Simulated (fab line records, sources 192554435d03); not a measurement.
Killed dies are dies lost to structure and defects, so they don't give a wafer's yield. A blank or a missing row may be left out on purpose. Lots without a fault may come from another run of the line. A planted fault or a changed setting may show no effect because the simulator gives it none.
fab line records | flow n5_finfet
record lots=6 wafers=18 last_day=17
route steps=1938 shown GATE_CUT@472 BEOL_M4@1111
lots that met no fault: from a run of the same line without faults
start_h: hours from the record's first day to the start of the lot's first wafer shown | wait_h: hours since the lot's step before | " the same as in the row above | L1.1+2: a row that stands for several wafers | - no value, or no start given | * or withheld: withheld | < > ~ a bound
route shown NAME@n: a module of which the file shows steps, and the number in the route of the first | usual: mean/standard deviation of fault-free wafers | same: alike in all rows | chamber/n: place in a boat | sites: the reading at each site | _std_site: their standard deviation | _edge_site: outer sites' mean less inner sites' | radius_mm: how far each site lies from the wafer's centre | mask NAME#n: copy n | behind: the tool/chamber that last shaped the wafer | hold: why the lot was held/for how many hours/how that ended | device: the transistor (n, p or np) that didn't switch | end of line: the same wafers' tests at the end of the route | a step without rows: its recipe alone | killed: dies lost to structure and defects at the first sort, not the wafer's yield | map: a wafer's dies, x killed, . not, _ none there
set.NAME: the setting as run; set.NAME@STEP: as run at that earlier step | model.NAME: the simulator's own value behind a step, which no gauge read
lots at some steps of the route; a table a step, a row a wafer
services: from which hour (start_h, from the record's first day; less than 0 if before it) a tool's chamber was out of use, for how many hours, and why
## steps
# step N5_GATE_CUT_SRD_32
# recipe time_s=30 temp_c=23 rinse_liquid=diw dry=ipa_marangoni
# step N5_GATE_CUT_SAC_CAP_01
# recipe material=SiNx target_thk_a=240 temp_c=400 ald_precursor_family=SiH2I2 ald_co_reactant=N2/H2-plasma pulse_time_s=1 ald_cycles=480 purge_time_s=2 co_reactant_purge_time_s=2 pressure_torr=2
# step N5_GATE_CUT_PECVD_57
# recipe material=SiNx target_thk_a=210 temp_c=400 precursor=SiH4/NH3/N2 pressure_torr=1.5 rf_w=300
# usual chamber_pressure_Torr=1.500/0.0033 heater_power_w=765/83 showerhead_plenum_p_Torr=5.17/0.08 throttle_valve_pct=39.8/2.1
# columns lot.wafer tool chamber start_h wait_h chamber_pressure_Torr heater_power_w showerhead_plenum_p_Torr throttle_valve_pct
L867.2 pecvd-03 2 89.06 1.1 1.499 740 5.12 39.9
L867.4 " 1 " " 1.494 723 5.28 42.6
L867.6 " 2 " " 1.498 751 5.12 40.1
L868.2 pecvd-04 1 96.02 1.1 1.497 761 5.23 38.3
L868.3 " 0 " " 1.500 655 5.10 41.4
L868.6 " 2 " " 1.500 829 5.11 36.6
L876.2 pecvd-04 0 147.74 1.1 1.502 736 5.09 41.6
L876.3 " 2 " " 1.504 879 5.12 36.9
L876.4 " 1 " " 1.499 901 5.25 38.6
L877.1 pecvd-01 1 150.55 1.1 1.503 796 5.22 39.7
L877.5 " 0 " " 1.500 702 5.10 42.3
L877.6 " 1 " " 1.500 660 5.22 39.6
L884.3 pecvd-01 2 189.97 1.1 1.500 680 5.11 36.2
L884.5 " 1 " " 1.500 784 5.24 39.6
L884.6 " 2 " " 1.504 668 5.12 36.5
L889.3 pecvd-04 0 223.30 1.1 1.505 664 5.08 42.3
L889.4 " 1 " " 1.493 799 5.24 38.7
L889.5 " 0 " " 1.501 665 5.09 42.2
# step N5_GATE_CUT_CMP_02
# recipe stop_on=SiO2 t_overpolish_s=12.7 post_cmp_clean=alkaline_brush down_force_psi=2.5 platen_rpm=51.8 pad_velocity_m_s=1.0307 target_thk_nm=0
# usual motor_current_A=9.1/0.99 overpolish_run_s=12.701/0.0094 time_to_endpoint_s=24.5/2.7
# columns lot.wafer tool chamber start_h wait_h motor_current_A overpolish_run_s time_to_endpoint_s
L867.2 cmp-04 2 89.13 0.1 8.8 12.706 27.6
L867.4 " 3 " " 9.0 12.690 28.8
L867.6 " 3 " " 9.0 12.712 31.8
L868.3 cmp-01 0 96.10 0.1 11.0 12.674 23.6
L868.2 " 1 " " 10.2 12.708 22.7
L868.6 " 1 " " 9.6 12.685 19.3
L876.4 cmp-01 1 147.81 0.0 9.8 12.708 22.5
L876.3 " 3 " " 9.1 12.677 26.5
L876.2 " 0 " " 10.5 12.695 22.7
L877.1 cmp-01 2 150.74 0.2 8.6 12.695 20.9
L877.6 " 3 " " 9.0 12.702 27.2
L877.5 " 0 " " 11.1 12.705 21.1
L884.3 cmp-01 2 190.16 0.2 8.8 12.695 21.4
L884.5 " 3 " " 9.3 12.697 26.3
L884.6 " 0 " " 11.3 12.711 22.7
L889.3 cmp-03 3 223.38 0.1 8.6 12.713 22.4
L889.4 " 0 " " 10.2 12.691 22.2
L889.5 " 3 " " 8.3 12.693 23.4
# step N5_GATE_CUT_HM_DEP_46
# recipe material=SiO2 target_thk_a=1300 temp_c=400 precursor=TEOS/O2 pressure_torr=6.5 rf_w=900 teos_flow_sccm=161.4 gas=O2 flow_sccm=2650 time_s=26.6
# step N5_GATE_CUT_COAT_34
# recipe resist=SOC temp_c=250 time_s=60 spin_rpm=1500 resist_thk_nm=60
# step N5_GATE_CUT_COAT_35
# recipe resist=SiARC temp_c=220 time_s=60 spin_rpm=1500 resist_thk_nm=10
# step N5_GATE_CUT_COAT_27
# recipe resist=underlayer temp_c=205 time_s=60 spin_rpm=1500 resist_thk_nm=10
# step N5_GATE_CUT_COAT_07
# recipe resist=CAR-EUV spin_rpm=1500 resist_thk_nm=30
# step N5_GATE_CUT_EBR_09
# recipe solvent=PGMEA ebr_width_mm=1.5
# step N5_GATE_CUT_SOFTBAKE_08
# recipe temp_c=110 time_s=60 resist=CAR-EUV
# step N5_GATE_CUT_EXPOSE_10
# recipe mask_id=GATE_CUT na=0.33 source_shape=annular sigma_inner=0.35 sigma_outer=0.8 polarization=unpolarized target_cd_nm=20 dose_mj=43.25
# usual exposure_dose_mJ_cm2=43.17/0.073
# columns lot.wafer tool chamber start_h wait_h mask exposure_dose_mJ_cm2
L867.2 euv_scanner-01 0 89.68 - GATE_CUT#0 43.23
L867.4 " 0 " " GATE_CUT#0 43.23
L867.6 " 0 " " GATE_CUT#0 43.25
L868.2 euv_scanner-02 0 96.76 - GATE_CUT#0 43.11
L868.3 " 0 " " GATE_CUT#0 43.06
L868.6 " 0 " " GATE_CUT#0 43.11
L876.2 euv_scanner-02 0 148.48 - GATE_CUT#0 42.30
L876.3 " 0 " " GATE_CUT#0 42.36
L876.4 " 0 " " GATE_CUT#0 42.34
L877.1 euv_scanner-02 0 151.17 - GATE_CUT#0 42.49
L877.5 " 0 " " GATE_CUT#0 42.37
L877.6 " 0 " " GATE_CUT#0 42.48
L884.3 euv_scanner-01 0 190.60 - GATE_CUT#0 43.27
L884.5 " 0 " " GATE_CUT#0 43.21
L884.6 " 0 " " GATE_CUT#0 43.23
L889.3 euv_scanner-01 0 224.05 - GATE_CUT#0 43.23
L889.4 " 0 " " GATE_CUT#0 43.17
L889.5 " 0 " " GATE_CUT#0 43.32
# step N5_GATE_CUT_PEB_11
# recipe peb_temp_c=100 peb_time_s=60 resist=CAR-EUV
# step N5_GATE_CUT_DEVELOP_12
# recipe develop_time_s=30 developer=TMAH resist=CAR-EUV rinse_liquid=surfactant_rinse dry=air_spin dev_temp_c=23
# step N5_GATE_CUT_CD_MEAS_13
# recipe target_cd_nm=20 landing_energy_ev=500 detector=se_inlens
# usual cd_nm=20.12/0.25
# columns lot.wafer tool chamber start_h wait_h cd_nm
L867.2 cd_sem-02 0 89.81 - 20.51
L867.4 " 0 " " 20.14
L867.6 " 0 " " 20.15
L868.2 cd_sem-02 0 96.89 - 20.19
L868.3 " 0 " " 20.51
L868.6 " 0 " " 20.29
L876.2 cd_sem-01 0 148.60 - 19.71
L876.3 " 0 " " 19.65
L876.4 " 0 " " 19.67
L877.1 cd_sem-03 0 151.30 - 19.57
L877.5 " 0 " " 19.34
L877.6 " 0 " " 19.51
L884.3 cd_sem-01 0 190.72 - 20.09
L884.5 " 0 " " 19.91
L884.6 " 0 " " 20.19
L889.3 cd_sem-01 0 224.17 - 19.79
L889.4 " 0 " " 19.72
L889.5 " 0 " " 20.17
# step N5_GATE_CUT_OVL_MEAS_14
# recipe points_per_wafer=522
# usual GATE_CUT_OVL=0.0/0.66
# columns lot.wafer tool chamber start_h wait_h GATE_CUT_OVL[nm]
L867.2 overlay-01 0 89.84 0.0 0.1
L867.4 " 0 " " 0.0
L867.6 " 0 " " -0.2
L868.2 overlay-02 0 96.92 0.0 0.9
L868.3 " 0 " " 0.3
L868.6 " 0 " " 1.2
L876.2 overlay-01 0 148.64 0.0 -0.5
L876.3 " 0 " " 0.2
L876.4 " 0 " " -0.5
L877.1 overlay-01 0 151.33 0.0 -0.3
L877.5 " 0 " " 0.6
L877.6 " 0 " " -0.3
L884.3 overlay-02 0 190.76 0.0 -0.1
L884.5 " 0 " " -0.4
L884.6 " 0 " " 0.6
L889.3 overlay-02 0 224.21 0.0 -0.4
L889.4 " 0 " " -0.2
L889.5 " 0 " " 0.4
# step N5_GATE_CUT_INSPECT_15
# recipe mode=adi inspect_instrument=brightfield
# usual raw_defect_count=140/39
# columns lot.wafer tool chamber start_h wait_h raw_defect_count
L867.2 defect_inspect-02 - 89.89 0.0 142
L867.4 " - " " 71
L867.6 " - " " 147
L868.2 defect_inspect-01 - 96.98 0.0 96
L868.3 " - " " 152
L868.6 " - " " 148
L876.2 defect_inspect-02 - 148.69 0.0 131
L876.3 " - " " 99
L876.4 " - " " 144
L877.1 defect_inspect-02 - 151.39 0.1 185
L877.5 " - " " 147
L877.6 " - " " 166
L884.3 defect_inspect-02 - 190.80 0.0 148
L884.5 " - " " 148
L884.6 " - " " 233
L889.3 defect_inspect-02 - 224.26 0.0 120
L889.4 " - " " 121
L889.5 " - " " 210
# step N5_GATE_CUT_DESCUM_18
# recipe chemistry=O2 time_s=7 source_power_w=50 bias_power_w=20 pressure_mtorr=20 rf_frequency_hz=2.712e+07 temp_c=40 resist=CAR-EUV o2_flow_sccm=225
# usual drypump_motor_current_A=5.9/0.48 o2_flow_sccm=225.0/0.64 oes_product_au=0.74/0.046 rf_vpp_V=243.0/1.5 showerhead_plenum_p_Torr=2.08/0.084 throttle_valve_pct=20.45/0.17
# columns lot.wafer tool chamber start_h wait_h drypump_motor_current_A o2_flow_sccm oes_product_au rf_hours_counter_h rf_vpp_V showerhead_plenum_p_Torr throttle_valve_pct model.GATE_CUT.cd_nm
L867.2 rie_diel-04 0 90.00 0.1 6.3 225.0 0.74 190 242.5 1.97 20.53 20.2
L867.4 " 1 " " 6.0 225.5 0.75 132 244.0 2.18 20.38 20.2
L867.6 " 2 " " 5.4 225.2 0.78 - 244.4 2.10 20.32 20.2
L868.2 rie_diel-04 1 97.02 0.0 6.1 223.7 0.75 134 245.0 2.18 20.39 20.4
L868.3 " 3 " " 6.0 225.6 0.74 152 245.4 2.20 20.49 20.2
L868.6 " 3 " " 5.9 225.1 0.74 - 243.6 2.20 20.49 20.4
L876.2 rie_diel-03 0 148.73 0.0 5.9 224.4 0.69 228 241.9 1.96 20.43 19.8
L876.3 " 1 " " 6.5 224.5 0.72 173 243.1 2.11 20.73 19.6
L876.4 " 3 " " 5.3 225.9 0.73 164 242.2 2.00 20.62 19.6
L877.1 rie_diel-03 2 151.43 0.0 5.2 226.2 0.73 185 242.5 2.08 20.22 19.6
L877.5 " 3 " " 5.3 225.1 0.74 - 242.1 2.00 20.61 19.6
L877.6 " 0 " " 5.9 224.4 0.69 - 240.3 1.96 20.43 19.6
L884.3 rie_diel-03 1 191.13 0.3 6.5 225.4 0.72 184 241.3 2.11 20.75 20
L884.5 " 0 " " 5.9 225.8 0.69 - 242.0 1.96 20.43 20.2
L884.6 " 1 " " 6.5 225.3 0.72 - 243.3 2.11 20.74 20
L889.3 rie_diel-03 0 224.33 0.1 5.9 225.3 0.68 250 241.5 1.96 20.45 20
L889.4 " 2 " " 5.3 225.9 0.71 208 243.9 2.07 20.27 19.8
L889.5 " 3 " " 5.3 224.2 0.73 - 241.8 1.99 20.64 20.2
# step N5_GATE_CUT_ETCH_28
# recipe chemistry=N2/H2 target=underlayer target_depth_a=130 mask_material=CAR-EUV time_s=10.4 ion_energy_ev=200 pressure_mtorr=30 source_w=840 bias_w=150 n2_flow_sccm=200 h2_flow_sccm=200 ends=cleared
# usual drypump_motor_current_A=5.9/0.48 etch_rf_on_time_s=10.31/0.22 oes_product_au=0.63/0.038 rf_vpp_V=523.5/2.7 showerhead_plenum_p_Torr=2.52/0.093 throttle_valve_pct=17.84/0.12
# columns lot.wafer tool chamber start_h wait_h drypump_motor_current_A etch_rf_on_time_s oes_product_au rf_hours_counter_h rf_vpp_V showerhead_plenum_p_Torr throttle_valve_pct
L867.2 rie_diel-04 0 90.03 0.0 6.3 9.88 0.63 190 519.7 2.41 18.03
L867.4 " 1 " " 6.0 10.15 0.64 132 527.6 2.65 17.89
L867.6 " 2 " " 5.4 10.32 0.66 - 524.0 2.55 17.75
L868.2 rie_diel-04 1 97.06 0.0 6.1 10.17 0.64 134 528.6 2.65 17.89
L868.3 " 3 " " 6.0 10.01 0.63 152 527.8 2.64 17.63
L868.6 " 3 " " 6.0 10.06 0.63 - 526.2 2.64 17.66
L876.2 rie_diel-03 0 148.76 0.0 5.9 10.28 0.60 228 520.2 2.40 17.97
L876.3 " 1 " " 6.5 10.43 0.62 173 523.7 2.53 17.84
L876.4 " 3 " " 5.3 10.55 0.63 164 520.2 2.42 17.90
L877.1 rie_diel-03 2 151.46 0.0 5.3 10.51 0.62 185 524.2 2.54 17.82
L877.5 " 3 " " 5.3 10.49 0.63 - 521.0 2.42 17.91
L877.6 " 0 " " 5.9 10.23 0.60 - 519.9 2.40 17.98
L884.3 rie_diel-03 1 191.17 0.0 6.5 10.34 0.62 184 521.5 2.52 17.86
L884.5 " 0 " " 5.9 10.13 0.60 - 520.0 2.40 18.00
L884.6 " 1 " " 6.5 10.28 0.61 - 524.0 2.52 17.86
L889.3 rie_diel-03 0 224.36 0.0 5.9 10.30 0.59 250 519.3 2.39 17.99
L889.4 " 2 " " 5.3 10.46 0.60 208 522.7 2.53 17.86
L889.5 " 3 " " 5.3 10.54 0.62 - 520.6 2.41 17.93
# step N5_GATE_CUT_ETCH_36
# recipe chemistry=CF4 target=SiARC target_depth_a=130 mask_material=CAR-EUV time_s=21.7 ion_energy_ev=80 pressure_mtorr=40 source_w=545 bias_w=36 Ar_flow_sccm=100 cf4_flow_sccm=100 ends=cleared
# usual drypump_motor_current_A=5.9/0.48 etch_rf_on_time_s=21.6/0.45 oes_product_au=0.63/0.038 rf_vpp_V=183.9/1.1 showerhead_plenum_p_Torr=2.13/0.073 throttle_valve_pct=15.66/0.14
# columns lot.wafer tool chamber start_h wait_h drypump_motor_current_A etch_rf_on_time_s oes_product_au rf_hours_counter_h rf_vpp_V showerhead_plenum_p_Torr throttle_valve_pct
L867.2 rie_diel-04 0 90.05 0.0 6.3 20.8 0.64 190 183.5 2.05 15.96
L867.4 " 1 " " 6.0 21.3 0.64 132 185.2 2.23 15.63
L867.6 " 2 " " 5.4 21.6 0.67 - 184.4 2.15 15.59
L868.2 rie_diel-04 1 97.08 0.0 6.0 21.2 0.64 134 184.5 2.23 15.61
L868.3 " 3 " " 6.0 21.1 0.64 152 186.1 2.23 15.56
L868.6 " 3 " " 6.0 21.2 0.63 - 184.4 2.23 15.57
L876.2 rie_diel-03 0 148.78 0.0 5.9 21.6 0.59 228 182.4 2.03 15.80
L876.3 " 1 " " 6.5 21.5 0.62 173 183.8 2.12 15.69
L876.4 " 3 " " 5.3 22.4 0.62 164 183.4 2.04 15.73
L877.1 rie_diel-03 2 151.48 0.0 5.3 21.9 0.62 185 184.6 2.13 15.47
L877.5 " 3 " " 5.3 22.3 0.62 - 184.7 2.04 15.73
L877.6 " 0 " " 5.9 21.9 0.59 - 182.8 2.03 15.78
L884.3 rie_diel-03 1 191.19 0.0 6.4 21.5 0.61 184 183.2 2.12 15.70
L884.5 " 0 " " 5.9 21.4 0.59 - 184.1 2.03 15.80
L884.6 " 1 " " 6.5 21.6 0.62 - 184.1 2.12 15.69
L889.3 rie_diel-03 0 224.38 0.0 5.9 21.6 0.58 250 182.8 2.03 15.82
L889.4 " 2 " " 5.3 21.7 0.61 208 184.1 2.12 15.52
L889.5 " 3 " " 5.3 22.3 0.61 - 183.5 2.04 15.77
# step N5_GATE_CUT_ETCH_37
# recipe chemistry=N2/H2 target=SOC target_depth_a=600 overetch_a=120 mask_material=SiARC temp_c=40 time_s=90 ion_energy_ev=200 pressure_mtorr=30 source_w=840 bias_w=150 n2_flow_sccm=200 h2_flow_sccm=200
# step N5_GATE_CUT_STRIP_38
# recipe chemistry=N2/H2 temp_c=40 n2_flow_sccm=200 h2_flow_sccm=200 rf_frequency_hz=6e+07
# step N5_GATE_CUT_STRIP_39
# recipe chemistry=N2/H2 temp_c=40 n2_flow_sccm=200 h2_flow_sccm=200 rf_frequency_hz=6e+07
# step N5_GATE_CUT_HM_OPEN_40
# recipe chemistry=C4F6/O2 target=SiO2 mask_material=SiARC target_depth_a=1390 time_s=85.1 ion_energy_ev=250 pressure_mtorr=30 source_w=345 bias_w=185 Ar_flow_sccm=300 C4F6_flow_sccm=10 O2_flow_sccm=10 ends=cleared
# step N5_GATE_CUT_STRIP_41
# recipe chemistry=CF4 resist=SiARC power_w=300 bias_power_w=75 pressure_mtorr=50 cf4_flow_sccm=150 rf_frequency_hz=6e+07
# step N5_GATE_CUT_STRIP_42
# recipe chemistry=O2 power_w=400 temp_c=40 pressure_mtorr=30 rf_frequency_hz=6e+07 bias_power_w=0 overash_fraction=0.3 o2_flow_sccm=225
# step N5_GATE_CUT_ETCH_19
# recipe chemistry=CH3F/O2 target=SiNx mask_material=SiO2 target_depth_a=537 time_s=76.7 pressure_mtorr=30 source_w=395 bias_w=73 Ar_flow_sccm=150 CH3F_flow_sccm=30 O2_flow_sccm=20 ion_energy_ev=120 ends=cleared
# usual drypump_motor_current_A=5.9/0.48 etch_rf_on_time_s=76.8/1.1 oes_product_au=0.63/0.04 rf_vpp_V=298/3.2 showerhead_plenum_p_Torr=1.99/0.071 throttle_valve_pct=16.40/0.16
# columns lot.wafer tool chamber start_h wait_h drypump_motor_current_A etch_rf_on_time_s oes_product_au rf_hours_counter_h rf_vpp_V showerhead_plenum_p_Torr throttle_valve_pct model.GATE_CUT.cd_nm
L867.2 rie_diel-04 0 90.29 0.0 6.3 74.4 0.64 190 303 1.91 16.66 20.4
L867.4 " 1 " " 6.0 76.2 0.64 133 297 2.09 16.36 20.4
L867.6 " 2 " " 5.4 76.2 0.66 - 294 2.01 16.31 20.4
L868.2 rie_diel-04 1 97.31 0.0 6.0 75.9 0.64 134 295 2.09 16.36 20.4
L868.3 " 3 " " 5.9 75.8 0.63 152 302 2.09 16.36 20.4
L868.6 " 3 " " 5.9 76.1 0.63 - 303 2.09 16.36 20.4
L876.2 rie_diel-03 0 149.01 0.0 5.9 75.5 0.60 228 298 1.90 16.55 19.6
L876.3 " 1 " " 6.5 75.4 0.63 173 298 1.98 16.44 19.6
L876.4 " 3 " " 5.3 77.4 0.64 165 296 1.92 16.54 19.2
L877.1 rie_diel-03 2 151.71 0.0 5.3 77.3 0.62 185 296 1.99 16.16 19.4
L877.5 " 3 " " 5.3 78.0 0.63 - 296 1.92 16.53 19.4
L877.6 " 0 " " 5.9 76.1 0.60 - 299 1.90 16.56 19.6
L884.3 rie_diel-03 1 191.42 0.0 6.5 76.9 0.62 184 296 1.98 16.45 20.2
L884.5 " 0 " " 5.9 76.5 0.59 - 297 1.90 16.58 20.2
L884.6 " 1 " " 6.5 77.4 0.61 - 297 1.98 16.45 20
L889.3 rie_diel-03 0 224.61 0.0 5.9 76.5 0.58 250 296 1.89 16.58 20
L889.4 " 2 " " 5.3 77.5 0.60 208 295 1.98 16.21 19.8
L889.5 " 3 " " 5.3 79.0 0.61 - 295 1.91 16.58 20.2
# step N5_GATE_CUT_CUT_ETCH_53
# recipe chemistry=SF6/Cl2 target=W mask_material=SiO2 target_depth_a=792 pressure_mtorr=8 icp_w=900 bias_w=80 SF6_flow_sccm=40 Cl2_flow_sccm=60 ends=cleared
# usual SF6_flow_sccm=40.01/0.13 drypump_motor_current_A=5.5/0.39 etch_rf_on_time_s=26.0/0.47 oes_product_au=0.70/0.1 throttle_valve_pct=28.89/0.22
# columns lot.wafer tool chamber start_h wait_h SF6_flow_sccm drypump_motor_current_A etch_rf_on_time_s oes_product_au rf_hours_counter_h throttle_valve_pct
L867.2 rie_metal-02 1 90.39 0.1 40.03 5.2 26.2 0.78 10 28.74
L867.4 " 0 " " 40.01 6.0 26.4 0.55 - 29.24
L867.6 " 0 " " 40.05 6.0 26.7 0.54 - 29.22
L868.2 rie_metal-02 0 97.42 0.1 39.91 6.0 26.5 0.55 128 29.22
L868.3 " 1 " " 39.86 5.1 26.2 0.78 - 28.72
L868.6 " 1 " " 40.23 5.1 26.2 0.78 - 28.73
L876.2 rie_metal-01 1 149.12 0.1 40.20 5.2 26.2 0.83 9 28.77
L876.3 " 1 " " 40.00 5.2 26.5 0.81 - 28.76
L876.4 " 0 " " 39.84 5.3 25.6 0.70 - 28.86
L877.1 rie_metal-03 0 151.82 0.1 39.98 5.4 25.5 0.66 75 28.99
L877.5 " 0 " " 39.94 5.4 25.7 0.65 - 29.00
L877.6 " 0 " " 40.17 5.4 25.6 0.66 - 28.99
L884.3 rie_metal-01 0 191.55 0.1 39.71 5.3 25.8 0.68 - 28.85
L884.5 " 1 " " 40.14 5.2 27.0 0.79 - 28.76
L884.6 " 0 " " 39.72 5.3 25.8 0.68 - 28.86
L889.3 rie_metal-03 0 224.74 0.1 39.81 5.4 25.8 0.64 - 29.02
L889.4 " 1 " " 39.92 6.2 26.1 0.84 - 28.47
L889.5 " 0 " " 39.97 5.4 25.8 0.64 - 29.01
# step N5_BEOL_M4_RC_MEAS_101
# usual DIBL_N=35.8/1.6 DIBL_P=36.0/2.1 IOFF_N=0.153/0.026 IOFF_P=0.21/0.037 ION_N=673/11 ION_P=462/7.6 SS_N=71.4/0.53 SS_P=73.2/0.67 VT_N=250/3.2 VT_P=-250/3.7
# columns lot.wafer tool chamber start_h wait_h DIBL_N[mV/V] DIBL_P[mV/V] IOFF_N[nA/um] IOFF_P[nA/um] ION_N[uA/um] ION_P[uA/um] SS_N[mV/dec] SS_P[mV/dec] VT_N[mV] VT_P[mV]
L867.2 prober-02 0 177.56 0.2 35.8 35.8 0.133 0.18 665 453 71.3 73.3 255 -253
L867.4 " 0 " " 37.1 38.2 0.170 0.22 684 465 71.9 73.8 249 -250
L867.6 " 0 " " 36.7 37.8 0.159 0.20 675 462 71.5 73.6 251 -252
L868.2 prober-01 0 192.11 0.2 37.4 40.7 0.186 0.31 674 470 71.6 74.4 249 -242
L868.3 " 0 " " 36.0 38.9 0.167 0.29 677 471 71.6 73.6 251 -242
L868.6 " 0 " " 36.9 39.6 0.181 0.29 683 475 71.9 73.5 246 -242
L876.2 prober-01 0 240.61 0.2 34.7 35.3 0.138 0.22 673 471 70.8 72.0 252 -246
L876.3 " 0 " " 35.5 35.8 0.159 0.22 675 465 71.5 72.9 251 -246
L876.4 " 0 " " 36.4 37.6 0.197 0.28 687 475 71.4 73.7 246 -243
L877.1 prober-01 0 245.27 0.0 35.3 36.0 0.160 0.18 678 456 71.4 73.2 249 -252
L877.5 " 0 " " 35.1 35.6 0.145 0.17 658 453 71.7 72.6 250 -255
L877.6 " 0 " " 36.8 37.9 0.188 0.20 684 451 72.5 73.9 247 -252
L884.3 prober-02 0 274.92 0.3 37.6 35.7 0.163 0.19 676 459 72.4 72.8 249 -254
L884.5 " 0 " " 34.0 31.3 0.105 0.13 654 452 70.7 71.4 254 -257
L884.6 " 0 " " 36.4 35.3 0.141 0.17 670 455 71.8 73.0 251 -256
L889.3 prober-01 0 306.44 0.3 36.8 34.1 0.152 0.18 670 456 71.5 73.1 252 -255
L889.4 " 0 " " 36.2 35.0 0.149 0.20 674 455 71.8 73.4 251 -254
L889.5 " 0 " " 35.1 33.0 0.130 0.17 664 455 71.4 73.3 253 -254
## services
# columns tool chamber start_h hours kind
euv_scanner-02 - 71.80 4.6 pm
euv_scanner-01 - 76.65 5.8 pm
pecvd-01 - 87.76 6.9 repair
cmp-03 - 89.20 2.3 repair
cmp-04 - 100.79 0.8 repair
euv_scanner-02 - 102.64 1.0 pm
cmp-01 - 102.96 0.9 repair
euv_scanner-01 - 113.89 1.0 pm
cmp-03 - 114.49 0.3 repair
rie_diel-04 - 117.44 2.2 repair
rie_diel-03 2 119.39 6.6 repair
rie_metal-01 - 124.67 2.8 pm
euv_scanner-01 - 131.15 0.2 repair
euv_scanner-02 - 135.17 6.8 repair
euv_scanner-02 - 158.79 1.0 pm
euv_scanner-01 - 170.04 1.0 pm
rie_metal-03 1 171.39 9.5 repair
euv_scanner-01 - 175.00 4.6 pm
rie_metal-01 1 181.95 1.7 repair
cmp-01 - 183.55 2.5 repair
euv_scanner-02 - 184.17 12.2 repair
pecvd-01 2 194.03 10.1 repair
pecvd-01 - 196.98 0.2 repair
euv_scanner-01 - 203.26 17.3 pm
## key
first_sign step=N5_GATE_CUT_EXPOSE_10 reading=exposure_dose_mJ_cm2 direction=down sigmas=11 usual=43.17 struck=42.39
effect step=N5_GATE_CUT_CD_MEAS_13 reading=cd_nm direction=down sigmas=2.2 usual=20.12 struck=19.57 through=control_loop
model_effect step=N5_GATE_CUT_DESCUM_18 value=GATE_CUT.cd_nm without=20.03 struck=19.63
model_effect step=N5_GATE_CUT_ETCH_19 value=GATE_CUT.cd_nm without=19.87 struck=19.47
met_at N5_GATE_CUT_EXPOSE_10
struck_wafers L876.2,L876.3,L876.4,L877.1,L877.5,L877.6
sort_left_out L876.2,L876.3,L876.4,L877.1,L877.5,L877.6
loop_trim step=N5_GATE_CUT_EXPOSE_10 setting=dose lots=L877
onset_between 96.76 148.48
fault kind=process_parameter_drift tool=euv_scanner-02 chamber=- onset_h=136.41 steps=N5_GATE_CUT_EXPOSE_10 channel=dose_mj offset=-0.85806 shape=step acts_in=these_recipes_only stated=43.25
# sort_left_out: the simulated sort isn't trusted on such a fault, so these wafers' sort isn't shown, and their yield isn't known
# loop_trim: a control loop set the setting to another value than it would have without faults
